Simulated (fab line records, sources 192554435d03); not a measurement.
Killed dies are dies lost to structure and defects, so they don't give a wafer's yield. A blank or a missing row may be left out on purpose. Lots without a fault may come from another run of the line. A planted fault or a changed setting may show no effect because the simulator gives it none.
fab line records | flow n5_finfet
record lots=5 wafers=13 last_day=18
route steps=1938 shown BEOL_M2@919 BEOL_M3@931 BEOL_M4@1111 PASSIVATION@1936
lots that met no fault: from a run of the same line without faults
start_h: hours from the record's first day to the start of the lot's first wafer shown | wait_h: hours since the lot's step before | " the same as in the row above | L1.1+2: a row that stands for several wafers | - no value, or no start given | * or withheld: withheld | < > ~ a bound
route shown NAME@n: a module of which the file shows steps, and the number in the route of the first | usual: mean/standard deviation of fault-free wafers | same: alike in all rows | chamber/n: place in a boat | sites: the reading at each site | _std_site: their standard deviation | _edge_site: outer sites' mean less inner sites' | radius_mm: how far each site lies from the wafer's centre | mask NAME#n: copy n | behind: the tool/chamber that last shaped the wafer | hold: why the lot was held/for how many hours/how that ended | device: the transistor (n, p or np) that didn't switch | end of line: the same wafers' tests at the end of the route | a step without rows: its recipe alone | killed: dies lost to structure and defects at the first sort, not the wafer's yield | map: a wafer's dies, x killed, . not, _ none there
set.NAME: the setting as run; set.NAME@STEP: as run at that earlier step | model.NAME: the simulator's own value behind a step, which no gauge read
lots at some steps of the route; a table a step, a row a wafer
services: from which hour (start_h, from the record's first day; less than 0 if before it) a tool's chamber was out of use, for how many hours, and why
## steps
# step N5_BEOL_M2_ANNEAL_95
# recipe temp_c=400 time_s=240 ambient=vacuum
# step N5_BEOL_M2_SPUTTER_96
# recipe material=Cu target_thk_a=45 temp_c=-20 chamber_pressure_pa=0.07 power_w=withheld time_s=8.29
# step N5_BEOL_M2_ECD_50
# recipe material=Cu target_thk_a=3000
# step N5_BEOL_M2_ANNEAL_51
# recipe temp_c=225 time_s=90 ambient=N2
# step N5_BEOL_M2_CMP_52
# recipe stop_on=SiOC t_overpolish_s=6.8 down_force_psi=1 platen_rpm=50 clearing_platen_down_force_psi=1.5 clearing_platen_rpm=50 post_cmp_clean=cu_alkaline target_thk_nm=40 clearing_platen_pad_velocity_m_s=0.99484 pad_velocity_m_s=0.99484
# step N5_BEOL_M2_PRE_CLEAN_60
# recipe gas=NH3/H2 time_s=15 temp_c=* rf_power_w=300
# step N5_BEOL_M2_CO_CAP_55
# recipe material=Co target_thk_a=20 temp_c=200 precursor=CCTBA/H2 pressure_torr=30 time_s=102.1
# step N5_BEOL_M2_PRE_CLEAN_56
# recipe gas=NH3 time_s=15 temp_c=withheld rf_power_w=300
# step N5_BEOL_M2_DEP_57
# recipe material=SiCN target_thk_a=80 temp_c=withheld precursor=3MS/NH3 pressure_torr=3 rf_w=202 time_s=14
# step N5_BEOL_M3_ILD_DEP_00
# recipe material=SiOC target_thk_a=790 temp_c=350 precursor=DEMS/O2 pressure_torr=5 rf_w=500 time_s=15.3
# usual heater_power_outer_w=269/35 heater_power_w=499/58 showerhead_plenum_p_Torr=5.696/0.012 throttle_valve_pct=12.1/0.84
# columns lot.wafer tool chamber start_h wait_h heater_power_outer_w heater_power_w showerhead_plenum_p_Torr since_wet_clean_h throttle_valve_pct model.SiOC_of_BEOL_M3_ILD_DEP_00.thk_nm
L937.1 pecvd-03 2 174.60 0.0 261 457 5.704 2147 12.3 78.8
L937.5 " 0 " " 304 561 5.704 - 11.7 79.6
L937.6 " 1 " " 349 596 5.721 - 12.9 79.2
L945.1 pecvd-03 2 236.53 0.0 243 438 5.694 5 11.0 116.2
L945.2 " 1 " " 319 560 5.693 1484 12.9 77.8
L945.5 " 2 " " 251 451 5.692 - 10.8 78
L950.4 pecvd-03 0 257.15 0.1 284 526 5.698 - 11.5 80.2
L950.6 " 1 " " 267 498 5.692 - 12.8 118.8
L952.2 pecvd-03 2 266.87 0.0 258 459 5.701 36 10.6 80.6
L952.6 " 1 " " 337 592 5.705 - 12.9 119.4
L955.2 pecvd-04 2 303.97 0.0 243 411 5.685 616 11.6 79.2
L955.3 " 0 " " 202 445 5.692 1370 13.4 79.4
L955.5 " 0 " " 216 453 5.690 - 13.3 80.8
# step N5_BEOL_M3_THK_MEAS_01
# recipe reads=SiOC_of_BEOL_M3_ILD_DEP_00
# usual M3_ILD_THK=79.2/0.94
# columns lot.wafer tool chamber start_h wait_h M3_ILD_THK[nm]
L937.1 film_metro-01 - 174.66 0.0 78.8
L937.5 " - " " 79.7
L937.6 " - " " 79.3
L945.1 film_metro-01 - 236.60 0.0 116.3
L945.2 " - " " 77.9
L945.5 " - " " 78.0
L950.4 film_metro-01 - 257.20 0.0 80.2
L950.6 " - " " 118.9
L952.2 film_metro-02 - 266.94 0.1 80.5
L952.6 " - " " 119.3
L955.2 film_metro-02 - 304.04 0.1 79.2
L955.3 " - " " 79.5
L955.5 " - " " 80.8
# step N5_BEOL_M3_PECVD_72
# recipe material=SiO2 target_thk_a=160 temp_c=400 precursor=TEOS/O2 pressure_torr=5.5 rf_w=450 teos_flow_sccm=53.8 gas=O2 flow_sccm=3000 time_s=18
# step N5_BEOL_M3_HM_DEP_02
# recipe material=TiN target_thk_a=200 temp_c=25 chamber_pressure_pa=0.49996
# step N5_BEOL_M3_COAT_61
# recipe resist=SOC temp_c=250 time_s=60 spin_rpm=1500 resist_thk_nm=60
# step N5_BEOL_M3_COAT_62
# recipe resist=SiARC temp_c=220 time_s=60 spin_rpm=1500 resist_thk_nm=12
# step N5_BEOL_M3_COAT_73
# recipe resist=underlayer temp_c=205 time_s=60 spin_rpm=1500 resist_thk_nm=5
# step N5_BEOL_M3_COAT_05
# recipe resist=CAR-EUV spin_rpm=1500 resist_thk_nm=30
# step N5_BEOL_M3_EBR_07
# recipe solvent=PGMEA ebr_width_mm=1.5
# step N5_BEOL_M3_SOFTBAKE_06
# recipe temp_c=110 time_s=60 resist=CAR-EUV
# step N5_BEOL_M3_EXPOSE_08
# recipe mask_id=M3 na=0.33 source_shape=dipole sigma_inner=0.369 sigma_outer=0.767 polarization=unpolarized dose_mj=33
# step N5_BEOL_M3_PEB_09
# recipe peb_temp_c=100 peb_time_s=60 resist=CAR-EUV
# step N5_BEOL_M3_DEVELOP_10
# recipe develop_time_s=30 developer=TMAH resist=CAR-EUV rinse_liquid=surfactant_rinse dry=air_spin dev_temp_c=23
# step N5_BEOL_M3_DESCUM_16
# recipe chemistry=O2 time_s=7 source_power_w=50 bias_power_w=20 pressure_mtorr=20 rf_frequency_hz=2.712e+07 temp_c=40 resist=CAR-EUV o2_flow_sccm=225
# step N5_BEOL_M3_ETCH_74
# recipe chemistry=N2/H2 target=underlayer target_depth_a=65 mask_material=CAR-EUV time_s=5.2 ion_energy_ev=200 pressure_mtorr=30 source_w=840 bias_w=150 n2_flow_sccm=200 h2_flow_sccm=200 ends=cleared
# step N5_BEOL_M3_ETCH_63
# recipe chemistry=CF4 target=SiARC target_depth_a=156 mask_material=CAR-EUV time_s=26 ion_energy_ev=80 pressure_mtorr=40 source_w=545 bias_w=36 Ar_flow_sccm=100 cf4_flow_sccm=100 ends=cleared
# step N5_BEOL_M3_ETCH_64
# recipe chemistry=N2/H2 target=SOC target_depth_a=750 overetch_a=150 mask_material=SiARC temp_c=40 time_s=112.5 ion_energy_ev=200 pressure_mtorr=30 source_w=840 bias_w=150 n2_flow_sccm=200 h2_flow_sccm=200
# step N5_BEOL_M3_STRIP_65
# recipe chemistry=N2/H2 temp_c=40 n2_flow_sccm=200 h2_flow_sccm=200 rf_frequency_hz=6e+07
# step N5_BEOL_M3_STRIP_75
# recipe chemistry=N2/H2 temp_c=40 n2_flow_sccm=200 h2_flow_sccm=200 rf_frequency_hz=6e+07
# step N5_BEOL_M3_STRIP_66
# recipe chemistry=CF4 resist=SiARC power_w=300 bias_power_w=75 pressure_mtorr=50 cf4_flow_sccm=150 rf_frequency_hz=6e+07
# step N5_BEOL_M3_HM_OPEN_17
# recipe chemistry=Cl2/BCl3 target_depth_a=200 overetch_a=60 target=TiN mask_material=SOC ion_energy_ev=150 pressure_mtorr=10 icp_w=1000 bias_w=126 Cl2_flow_sccm=53.25 bcl3_flow_sccm=21.75 Ar_flow_sccm=25
# step N5_BEOL_M3_STRIP_19
# recipe chemistry=O2 power_w=400 temp_c=40 pressure_mtorr=30 rf_frequency_hz=6e+07 bias_power_w=0 overash_fraction=0.2 o2_flow_sccm=225
# step N5_BEOL_M3_COAT_67
# recipe resist=SOC temp_c=250 time_s=60 spin_rpm=1500 resist_thk_nm=60
# step N5_BEOL_M3_COAT_68
# recipe resist=SiARC temp_c=220 time_s=60 spin_rpm=1500 resist_thk_nm=12
# step N5_BEOL_M3_COAT_76
# recipe resist=underlayer temp_c=205 time_s=60 spin_rpm=1500 resist_thk_nm=5
# step N5_BEOL_M3_COAT_22
# recipe resist=CAR-EUV spin_rpm=1500 resist_thk_nm=30
# step N5_BEOL_M3_CMP_52
# recipe stop_on=SiOC t_overpolish_s=6.8 down_force_psi=1 platen_rpm=50 clearing_platen_down_force_psi=1.5 clearing_platen_rpm=50 post_cmp_clean=cu_alkaline target_thk_nm=40 clearing_platen_pad_velocity_m_s=0.99484 pad_velocity_m_s=0.99484
# usual motor_current_A=6.2/0.71 retaining_ring_pressure_frac=1.000/0.0051 slurry_filter_dp_kPa=13.51/0.14
# columns lot.wafer tool chamber start_h wait_h motor_current_A retaining_ring_pressure_frac slurry_filter_dp_kPa model.Cu_of_BEOL_M3_ECD_50.thk_nm model.SiOC_of_BEOL_M3_ILD_DEP_00.thk_nm
L937.1 cmp-03 3 194.34 0.3 7.7 0.993 13.46 39.6 75.8
L937.6 " 3 " " 7.9 1.000 13.58 40.4 76.2
L937.5 " 0 " " 5.9 1.005 13.28 40.2 76.6
L945.1 cmp-01 1 250.08 0.3 6.3 0.995 13.50 76.8 113.2
L945.2 " 2 " " 5.8 1.000 13.54 37.8 74.8
L945.5 " 2 " " 5.5 1.004 13.38 38.8 75
L950.4 cmp-03 0 264.39 0.1 5.5 1.000 13.56 41.4 77.2
L950.6 " 1 " " 5.4 0.993 13.43 80.2 115.8
L952.2 cmp-01 2 284.00 0.3 5.7 0.998 13.55 42 77.6
L952.6 " 0 " " 6.1 0.996 13.57 81.4 116.4
L955.3 cmp-04 1 310.94 0.3 6.4 0.995 13.40 41.2 76.4
L955.2 " 2 " " 7.1 1.006 13.53 40.6 76.2
L955.5 " 3 " " 5.7 1.011 13.66 42 77.8
# step N5_BEOL_M4_RC_MEAS_101
# usual DIBL_N=36.3/1.6 DIBL_P=36.5/1.6 IOFF_N=0.163/0.026 IOFF_P=0.22/0.033 ION_N=676/9.9 ION_P=464/6.5 SS_N=71.5/0.5 SS_P=73.3/0.64 VT_N=249.3/2.9 VT_P=-250/3.2
# columns lot.wafer tool chamber start_h wait_h DIBL_N[mV/V] DIBL_P[mV/V] IOFF_N[nA/um] IOFF_P[nA/um] ION_N[uA/um] ION_P[uA/um] SS_N[mV/dec] SS_P[mV/dec] VT_N[mV] VT_P[mV]
L937.1 prober-02 0 208.22 0.0 37.1 37.4 0.178 0.20 679 458 71.6 73.9 247.0 -252
L937.5 " 0 " " 37.9 39.1 0.196 0.24 676 460 71.7 74.7 245.6 -249
L937.6 " 0 " " 36.3 37.2 0.171 0.20 684 464 72.0 73.7 247.7 -253
L945.2 prober-02 0 262.50 0.2 35.2 36.6 0.145 0.20 675 464 71.0 72.1 250.5 -250
L945.5 " 0 " " 35.9 37.2 0.159 0.21 676 470 71.6 72.9 248.0 -251
L950.4 prober-01 0 283.08 0.5 37.4 36.6 0.164 0.23 691 472 71.9 72.7 245.5 -246
L952.2 prober-01 0 304.34 0.2 36.2 39.3 0.170 0.23 669 460 71.8 74.0 246.4 -248
L955.2 prober-01 0 320.63 0.2 36.4 35.6 0.161 0.23 686 466 72.0 73.8 247.9 -248
L955.3 " 0 " " 36.5 35.7 0.180 0.24 687 467 71.3 73.3 248.0 -247
L955.5 " 0 " " 37.7 36.8 0.195 0.25 691 467 72.5 74.8 244.9 -246
# step N5_PASSIVATION_PROBE_49
# usual defect_limited_yield=91.2/1.5 killed_at_M0_to_M3=32/9.6 killed_at_M4_up=13/5.3 killed_at_contacts=13/6.7 killed_at_front_end=42/11 killed_at_other=3.8/2.9 killed_dies=103/17 killed_on_rim=14/4.4 killed_open=67/13 killed_short=35/7.9 sort_bin_5_function=5.2/0.94 sort_bin_6_memory=3.3/0.64 sort_n_pass=1077/17 sort_yield_pct=91.2/1.5
# same gross_dies=1180 killed_at_back_side=0 sort_bin_4_leakage[%]=0 sort_bin_8_speed[%]=0
# columns lot.wafer tool chamber start_h wait_h defect_limited_yield[%] killed_at_M0_to_M3 killed_at_M4_up killed_at_contacts killed_at_front_end killed_at_other killed_dies killed_on_rim killed_open killed_short sort_bin_5_function[%] sort_bin_6_memory[%] sort_n_pass sort_yield_pct[%]
L937.1 prober-02 - 318.14 0.0 90.1 34 23 8 52 0 117 10 76 39 6.4 2.9 1063 90.1
L937.5 prober-02 - 318.34 0.2 89.2 40 10 20 55 2 127 14 79 46 6.1 4.0 1053 89.2
L937.6 prober-02 - 318.39 0.3 88.9 31 20 12 67 1 131 14 88 42 5.9 4.7 1049 88.9
L945.1 prober-01 - 376.38 0.0 0 1104 8 9 56 3 1180 152 55 47 97.1 2.9 0 0
L950.4 prober-02 - 414.81 0.2 89.2 33 13 27 52 2 127 23 80 44 6.4 3.7 1053 89.2
L950.6 prober-02 - 414.91 0.3 0 1097 9 25 46 3 1180 152 78 43 96.1 3.6 0 0
L952.6 prober-01 - 415.19 0.3 0 1111 11 20 36 2 1180 152 62 38 96.5 3.1 0 0
# killed by level:class
L937.1 DUMMY_GATE:geometric_particle:open=12 BEOL_M2:geometric_particle:open=10 FIN_SAQP:geometric_particle:open=9 FIN_SAQP:geometric_particle:short=9 BEOL_M0_SAQP:geometric_particle:short=9 BEOL_M4:geometric_particle:open=9 STI_FIN_REVEAL:geometric_particle:open=7 MOL_CONTACT_COAG:geometric_particle:open=7
L937.5 FIN_SAQP:geometric_particle:short=17 FIN_SAQP:geometric_particle:open=15 MOL_CONTACT_COAG:geometric_particle:open=15 BEOL_M0_SAQP:geometric_particle:short=9 BEOL_M2:geometric_particle:open=9 BEOL_M0_SAQP:geometric_particle:open=8 STI_FIN_REVEAL:geometric_particle:open=7 MOL_CONTACT_COAG:geometric_particle:short=5
L937.6 FIN_SAQP:geometric_particle:open=21 FIN_SAQP:geometric_particle:short=11 BEOL_M3:geometric_particle:open=10 STI_FIN_REVEAL:geometric_particle:open=9 MOL_CONTACT_COAG:geometric_particle:open=9 BEOL_M0_SAQP:geometric_particle:short=7 BEOL_M0_SAQP:geometric_particle:open=7 BEOL_M4:geometric_particle:open=7
L945.1 BEOL_M3:area_dep=1077 FIN_SAQP:geometric_particle:short=16 FIN_SAQP:geometric_particle:open=12 GATE_CUT:geometric_particle:short=8 DUMMY_GATE:geometric_particle:open=7 BEOL_M2:geometric_particle:open=7 BEOL_M0_SAQP:geometric_particle:short=6 BEOL_M0_SAQP:geometric_particle:open=6
L950.4 MOL_CONTACT_COAG:geometric_particle:open=21 FIN_SAQP:geometric_particle:short=15 STI_FIN_REVEAL:geometric_particle:open=12 FIN_SAQP:geometric_particle:open=9 BEOL_M2:geometric_particle:open=8 BEOL_M0_SAQP:geometric_particle:short=8 BEOL_M1:geometric_particle:open=7 BEOL_M0_SAQP:geometric_particle:open=6
L950.6 BEOL_M3:area_dep=1056 MOL_CONTACT_COAG:geometric_particle:open=16 FIN_SAQP:geometric_particle:open=15 BEOL_M2:geometric_particle:open=13 FIN_SAQP:geometric_particle:short=10 MOL_CONTACT_COAG:geometric_particle:short=9 BEOL_M0_SAQP:geometric_particle:short=6 GATE_CUT:geometric_particle:short=5
L952.6 BEOL_M3:area_dep=1077 MOL_CONTACT_COAG:geometric_particle:open=15 BEOL_M0:geometric_particle:short=9 BEOL_M1:geometric_particle:open=8 FIN_SAQP:geometric_particle:short=6 FIN_SAQP:geometric_particle:open=5 STI_FIN_REVEAL:geometric_particle:open=5 GATE_CUT:geometric_particle:short=5
# map L945.1 (x killed, . not)
_________________xxxxxxxxxxxx________________
______________xxxxxxxxxxxxxxxxxx_____________
___________xxxxxxxxxxxxxxxxxxxxxxxx__________
__________xxxxxxxxxxxxxxxxxxxxxxxxxx_________
________xxxxxxxxxxxxxxxxxxxxxxxxxxxxxx_______
_______xxxxxxxxxxxxxxxxxxxxxxxxxxxxxxxx______
______xxxxxxxxxxxxxxxxxxxxxxxxxxxxxxxxxx_____
_____xxxxxxxxxxxxxxxxxxxxxxxxxxxxxxxxxxxx____
____xxxxxxxxxxxxxxxxxxxxxxxxxxxxxxxxxxxxxx___
___xxxxxxxxxxxxxxxxxxxxxxxxxxxxxxxxxxxxxxxx__
___xxxxxxxxxxxxxxxxxxxxxxxxxxxxxxxxxxxxxxxx__
__xxxxxxxxxxxxxxxxxxxxxxxxxxxxxxxxxxxxxxxxxx_
__xxxxxxxxxxxxxxxxxxxxxxxxxxxxxxxxxxxxxxxxxx_
_xxxxxxxxxxxxxxxxxxxxxxxxxxxxxxxxxxxxxxxxxxxx
_xxxxxxxxxxxxxxxxxxxxxxxxxxxxxxxxxxxxxxxxxxxx
_xxxxxxxxxxxxxxxxxxxxxxxxxxxxxxxxxxxxxxxxxxxx
_xxxxxxxxxxxxxxxxxxxxxxxxxxxxxxxxxxxxxxxxxxxx
_xxxxxxxxxxxxxxxxxxxxxxxxxxxxxxxxxxxxxxxxxxxx
_xxxxxxxxxxxxxxxxxxxxxxxxxxxxxxxxxxxxxxxxxxxx
_xxxxxxxxxxxxxxxxxxxxxxxxxxxxxxxxxxxxxxxxxxxx
_xxxxxxxxxxxxxxxxxxxxxxxxxxxxxxxxxxxxxxxxxxxx
__xxxxxxxxxxxxxxxxxxxxxxxxxxxxxxxxxxxxxxxxxx_
__xxxxxxxxxxxxxxxxxxxxxxxxxxxxxxxxxxxxxxxxxx_
___xxxxxxxxxxxxxxxxxxxxxxxxxxxxxxxxxxxxxxxx__
___xxxxxxxxxxxxxxxxxxxxxxxxxxxxxxxxxxxxxxxx__
____xxxxxxxxxxxxxxxxxxxxxxxxxxxxxxxxxxxxxx___
_____xxxxxxxxxxxxxxxxxxxxxxxxxxxxxxxxxxxx____
______xxxxxxxxxxxxxxxxxxxxxxxxxxxxxxxxxx_____
_______xxxxxxxxxxxxxxxxxxxxxxxxxxxxxxxx______
________xxxxxxxxxxxxxxxxxxxxxxxxxxxxxx_______
__________xxxxxxxxxxxxxxxxxxxxxxxxxx_________
___________xxxxxxxxxxxxxxxxxxxxxxxx__________
______________xxxxxxxxxxxxxxxxxx_____________
_________________xxxxxxxxxxxx________________
# map L950.6 (x killed, . not)
_________________xxxxxxxxxxxx________________
______________xxxxxxxxxxxxxxxxxx_____________
___________xxxxxxxxxxxxxxxxxxxxxxxx__________
__________xxxxxxxxxxxxxxxxxxxxxxxxxx_________
________xxxxxxxxxxxxxxxxxxxxxxxxxxxxxx_______
_______xxxxxxxxxxxxxxxxxxxxxxxxxxxxxxxx______
______xxxxxxxxxxxxxxxxxxxxxxxxxxxxxxxxxx_____
_____xxxxxxxxxxxxxxxxxxxxxxxxxxxxxxxxxxxx____
____xxxxxxxxxxxxxxxxxxxxxxxxxxxxxxxxxxxxxx___
___xxxxxxxxxxxxxxxxxxxxxxxxxxxxxxxxxxxxxxxx__
___xxxxxxxxxxxxxxxxxxxxxxxxxxxxxxxxxxxxxxxx__
__xxxxxxxxxxxxxxxxxxxxxxxxxxxxxxxxxxxxxxxxxx_
__xxxxxxxxxxxxxxxxxxxxxxxxxxxxxxxxxxxxxxxxxx_
_xxxxxxxxxxxxxxxxxxxxxxxxxxxxxxxxxxxxxxxxxxxx
_xxxxxxxxxxxxxxxxxxxxxxxxxxxxxxxxxxxxxxxxxxxx
_xxxxxxxxxxxxxxxxxxxxxxxxxxxxxxxxxxxxxxxxxxxx
_xxxxxxxxxxxxxxxxxxxxxxxxxxxxxxxxxxxxxxxxxxxx
_xxxxxxxxxxxxxxxxxxxxxxxxxxxxxxxxxxxxxxxxxxxx
_xxxxxxxxxxxxxxxxxxxxxxxxxxxxxxxxxxxxxxxxxxxx
_xxxxxxxxxxxxxxxxxxxxxxxxxxxxxxxxxxxxxxxxxxxx
_xxxxxxxxxxxxxxxxxxxxxxxxxxxxxxxxxxxxxxxxxxxx
__xxxxxxxxxxxxxxxxxxxxxxxxxxxxxxxxxxxxxxxxxx_
__xxxxxxxxxxxxxxxxxxxxxxxxxxxxxxxxxxxxxxxxxx_
___xxxxxxxxxxxxxxxxxxxxxxxxxxxxxxxxxxxxxxxx__
___xxxxxxxxxxxxxxxxxxxxxxxxxxxxxxxxxxxxxxxx__
____xxxxxxxxxxxxxxxxxxxxxxxxxxxxxxxxxxxxxx___
_____xxxxxxxxxxxxxxxxxxxxxxxxxxxxxxxxxxxx____
______xxxxxxxxxxxxxxxxxxxxxxxxxxxxxxxxxx_____
_______xxxxxxxxxxxxxxxxxxxxxxxxxxxxxxxx______
________xxxxxxxxxxxxxxxxxxxxxxxxxxxxxx_______
__________xxxxxxxxxxxxxxxxxxxxxxxxxx_________
___________xxxxxxxxxxxxxxxxxxxxxxxx__________
______________xxxxxxxxxxxxxxxxxx_____________
_________________xxxxxxxxxxxx________________
## services
# columns tool chamber start_h hours kind
cmp-03 - 150.85 4.0 pm
cmp-03 - 154.85 - consumable_replace:conditioner
cmp-03 - 154.85 - consumable_replace:pad
pecvd-04 0 166.73 2.1 scheduled_down
cmp-01 - 182.05 0.7 repair
cmp-04 - 191.68 0.3 repair
pecvd-03 2 202.38 - clean
pecvd-03 2 202.38 - consumable_replace:showerhead
pecvd-03 2 202.38 29.0 scheduled_down
pecvd-03 2 202.38 29.0 vent_cycle
pecvd-04 0 228.16 5.5 scheduled_down
cmp-03 - 243.11 0.5 repair
cmp-01 - 247.09 1.8 repair
cmp-04 - 252.97 1.8 repair
pecvd-03 - 259.47 5.5 pm
cmp-01 - 268.50 4.0 pm
cmp-01 - 272.50 - consumable_replace:conditioner
cmp-01 - 272.50 - consumable_replace:pad
cmp-01 - 279.79 0.9 repair
pecvd-04 - 300.67 1.8 repair
cmp-04 - 301.93 4.0 pm
cmp-04 - 305.93 - consumable_replace:conditioner
cmp-04 - 305.93 - consumable_replace:pad
cmp-01 - 306.65 1.1 repair
## key
first_sign step=N5_BEOL_M3_THK_MEAS_01 reading=M3_ILD_THK direction=up sigmas=41 usual=79.2 struck=118.1
effect step=N5_PASSIVATION_PROBE_49 reading=killed_at_M0_to_M3 direction=up sigmas=99+ usual=32 struck=1104
model_effect step=N5_BEOL_M3_ILD_DEP_00 value=SiOC_of_BEOL_M3_ILD_DEP_00.thk_nm without=79.13 struck=118.1
model_effect step=N5_BEOL_M3_CMP_52 value=Cu_of_BEOL_M3_ECD_50.thk_nm without=40.47 struck=79.47
more_kills_born_at N5_BEOL_M3_ILD_DEP_00@pecvd-03=3210
met_at N5_BEOL_M3_ILD_DEP_00
struck_wafers L945.1,L950.6,L952.6
later_rows_left_out L945.1,L950.6,L952.6
onset_between 174.60 236.53
fault kind=process_parameter_drift tool=pecvd-03 chamber=- onset_h=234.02 steps=N5_BEOL_M3_ILD_DEP_00 channel=time_s offset=* shape=step end_h=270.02 scope=struck_wafers_only acts_in=* stated=*
# later_rows_left_out: the simulator's readings of these wafers behind a module that went badly wrong aren't trusted and aren't shown, but for the sort
